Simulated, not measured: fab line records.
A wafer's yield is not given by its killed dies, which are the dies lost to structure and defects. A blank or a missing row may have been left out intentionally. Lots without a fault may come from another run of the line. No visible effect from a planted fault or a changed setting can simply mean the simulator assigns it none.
Which tool did it? + flow nandHarc + 14 lots, 42 wafers sampled, at 5 steps of a route of 1159

## WHAT EACH GAUGE READ, for each wafer
NHARC_P_STI_INSPECT_11.
| lot  | measured    | on               | rawDefectCount |
|------|-------------|------------------|----------------|
| L658 | day 2 14:31 | defectInspect-01 | 4 10 6         |
| L659 | day 3 02:23 | defectInspect-01 | 9 9 6          |
| L660 | day 3 02:14 | defectInspect-01 | 4 3 3          |
| L661 | day 3 11:58 | defectInspect-02 | 2 0 4          |
| L663 | day 4 01:03 | defectInspect-01 | 2 1 9          |
| L665 | day 4 13:33 | defectInspect-01 | 12 10 7        |
| L666 | day 4 13:31 | defectInspect-02 | 5 1 4          |
| L667 | day 4 22:55 | defectInspect-01 | 6 3 9          |
| L669 | day 5 11:13 | defectInspect-01 | 5 3 5          |
| L671 | day 6 00:32 | defectInspect-02 | 8 8 7          |
| L672 | day 6 05:07 | defectInspect-01 | 8 6 5          |
| L674 | day 6 18:08 | defectInspect-02 | 3 4 9          |
| L678 | day 7 19:26 | defectInspect-02 | 5 7 6          |
| L679 | day 8 00:29 | defectInspect-02 | 6 6 7          |

NHARC_P_STI_OCD_MEAS_43.
| lot  | measured    | on     | trenchDepthNm (nm) | trenchFootCdNm (nm) |
|------|-------------|--------|--------------------|---------------------|
| L658 | day 2 15:41 | ocd-01 | 298 310 305        | 156.7 151.7 150.4   |
| L659 | day 3 03:34 | ocd-01 | 291 303 292        | 156.5 155.0 158.3   |
| L660 | day 3 03:28 | ocd-02 | 306 310 298        | 157.6 154.2 160.3   |
| L661 | day 3 13:10 | ocd-02 | 298 301 303        | 154.5 155.9 155.1   |
| L663 | day 4 02:14 | ocd-02 | 309 297 306        | 154.3 155.9 152.7   |
| L665 | day 4 14:44 | ocd-02 | 298 308 297        | 160.2 154.9 157.7   |
| L666 | day 4 14:42 | ocd-01 | 294 301 303        | 158.2 157.9 158.6   |
| L667 | day 5 00:05 | ocd-02 | 304 297 299        | 153.8 156.2 154.5   |
| L669 | day 5 12:52 | ocd-02 | 307 304 297        | 155.4 155.2 155.5   |
| L671 | day 6 01:43 | ocd-01 | 300 311 293        | 152.2 155.2 158.5   |
| L672 | day 6 06:17 | ocd-01 | 308 296 310        | 155.3 161.9 155.4   |
| L674 | day 6 19:20 | ocd-01 | 290 305 310        | 157.9 151.9 151.1   |
| L678 | day 7 20:45 | ocd-02 | 297 303 293        | 160.6 155.7 160.2   |
| L679 | day 8 01:40 | ocd-02 | 295 300 307        | 159.6 156.3 155.5   |

NHARC_END_SORT_01.
| lot  | measured     | on        | killedAtArray | killedAtOther | killedAtPeriphery | killedDies  | killedOpen | killedShort |
|------|--------------|-----------|---------------|---------------|-------------------|-------------|------------|-------------|
| L674 | day 23 12:58 | prober-02 | 22 18 17      | 0 0 0         | 655 659 660       | 677 677 677 | 4 3 5      | 2 4 0       |
| L678 | day 26 08:23 | prober-01 | 33 48 39      | 0 0 1         | 644 629 637       | 677 677 677 | 3 2 3      | 2 2 2       |

## WHAT TOOL EACH LOT RAN ON (gives the tool, then ch and the chambers of the sampled wafers, and finally the start)
| lot  | NHARC_P_ZERO_WELL_RTA_42       | NHARC_P_GATE_OXIDE_02                                         |
|------|--------------------------------|---------------------------------------------------------------|
| L658 | rtpAnneal-01 ch 0, day 2 01:18 | furnace-07 ch 0, day 3 23:32                                  |
| L659 | rtpAnneal-02 ch 0, day 2 07:07 | furnace-07 ch 0, day 4 12:53                                  |
| L660 | rtpAnneal-01 ch 0, day 2 13:10 | furnace-07 ch 0, day 4 12:53                                  |
| L661 | rtpAnneal-02 ch 0, day 2 19:17 | furnace-02 ch 0, day 4 23:13                                  |
| L663 | rtpAnneal-01 ch 0, day 3 07:02 | furnace-08 ch 0, day 5 09:16                                  |
| L665 | rtpAnneal-02 ch 0, day 3 19:17 | furnace-08 ch 0, day 6 02:27                                  |
| L666 | rtpAnneal-01 ch 0, day 4 00:44 | furnace-08 ch 0, day 6 02:27                                  |
| L667 | rtpAnneal-02 ch 0, day 4 06:46 | furnace-07 ch 0, day 6 08:10                                  |
| L669 | rtpAnneal-02 ch 0, day 4 19:06 | furnace-07 ch 0, day 7 05:14                                  |
| L671 | rtpAnneal-01 ch 0, day 5 06:46 | furnace-07 ch 0, day 7 05:14                                  |
| L672 | rtpAnneal-02 ch 0, day 5 13:00 | furnace-07 ch 0, day 7 05:14                                  |
| L674 | rtpAnneal-02 ch 0, day 6 01:04 | furnace-02 ch 0, day 8 01:35                                  |
| L678 | rtpAnneal-01 ch 0, day 7 00:52 | furnace-07 ch 0, day 9 05:52 and furnace-02 ch 0, day 9 10:23 |
| L679 | rtpAnneal-02 ch 0, day 7 06:52 | furnace-07 ch 0, day 9 05:52                                  |
- NHARC_P_ZERO_WELL_RTA_42: time 300 s.
- NHARC_P_GATE_OXIDE_02: material SiO2, target thk 37.5 nm, ox time 365 s.

## AS READ BY THE TOOLS THEMSELVES (means over the sampled wafers that have a number; for cases with no such wafer, the mark the record gives instead)
NHARC_P_ZERO_WELL_RTA_42.
| lot  | tool         | lampPowerPct (%) | lamp_zone_3_pct (%) | wafer_temp_C_max |
|------|--------------|------------------|---------------------|------------------|
| L658 | rtpAnneal-01 | 31               | 31                  | 1105.4           |
| L659 | rtpAnneal-02 | 39               | 39                  | 1103.8           |
| L660 | rtpAnneal-01 | 31               | 31                  | 1104.6           |
| L661 | rtpAnneal-02 | 39               | 39                  | 1103.2           |
| L663 | rtpAnneal-01 | 31               | 31                  | 1105.0           |
| L665 | rtpAnneal-02 | 39               | 39                  | 1104.8           |
| L666 | rtpAnneal-01 | 31               | 31                  | 1105.3           |
| L667 | rtpAnneal-02 | 39               | 39                  | 1103.3           |
| L669 | rtpAnneal-02 | 39               | 39                  | 1103.8           |
| L671 | rtpAnneal-01 | 31               | 31                  | 1106.2           |
| L672 | rtpAnneal-02 | 39               | 39                  | 1104.0           |
| L674 | rtpAnneal-02 | 39               | 39                  | 1103.1           |
| L678 | rtpAnneal-01 | 31               | 31                  | 1106.0           |
| L679 | rtpAnneal-02 | 39               | 39                  | 1104.0           |

NHARC_P_GATE_OXIDE_02.
| lot  | tool                  | tubeCenterTempC (C) | zonePowerUpperPct (%) |
|------|-----------------------|---------------------|-----------------------|
| L658 | furnace-07            | 950                 | 19.0                  |
| L659 | furnace-07            | 950                 | 19.1                  |
| L660 | furnace-07            | 950                 | 18.9                  |
| L661 | furnace-02            | 950                 | 20.8                  |
| L663 | furnace-08            | 950                 | 21.9                  |
| L665 | furnace-08            | 950                 | 21.8                  |
| L666 | furnace-08            | 950                 | 22.0                  |
| L667 | furnace-07            | 950                 | 18.8                  |
| L669 | furnace-07            | 950                 | 19.1                  |
| L671 | furnace-07            | 950                 | 18.8                  |
| L672 | furnace-07            | 950                 | 19.1                  |
| L674 | furnace-02            | 950                 | 20.7                  |
| L678 | furnace-07/furnace-02 | 950                 | 19.9                  |
| L679 | furnace-07            | 950                 | 18.9                  |

## THE ANSWER, worked out from the rows above alone
Rule: the lots themselves supply what counts as usual. The widest of any qualifying gaps counts: lots, ordered by their means at a reading, are off when they make up no more than a third of the lots, leave a main group of 4 or more, and stand apart from it by 3 or more times the standard deviation of that group's means. Not used: any main group whose means are identical at the precision the tables above print for the reading. A lot without any number at a reading at which 4 lots or more have one is off too. All remaining lots with rows at the step are treated as sound. Order of review: gauges by route order, followed by the tools' own readings, for which a lot's mean as printed above is used. At the first step where some lot is off, the reading lying furthest off is the one used; lots without a number count as furthest.
Across all readings shown, no lot is off: no conclusion can be drawn from this.

## WHAT WAS PUT IN BY THE SIMULATOR
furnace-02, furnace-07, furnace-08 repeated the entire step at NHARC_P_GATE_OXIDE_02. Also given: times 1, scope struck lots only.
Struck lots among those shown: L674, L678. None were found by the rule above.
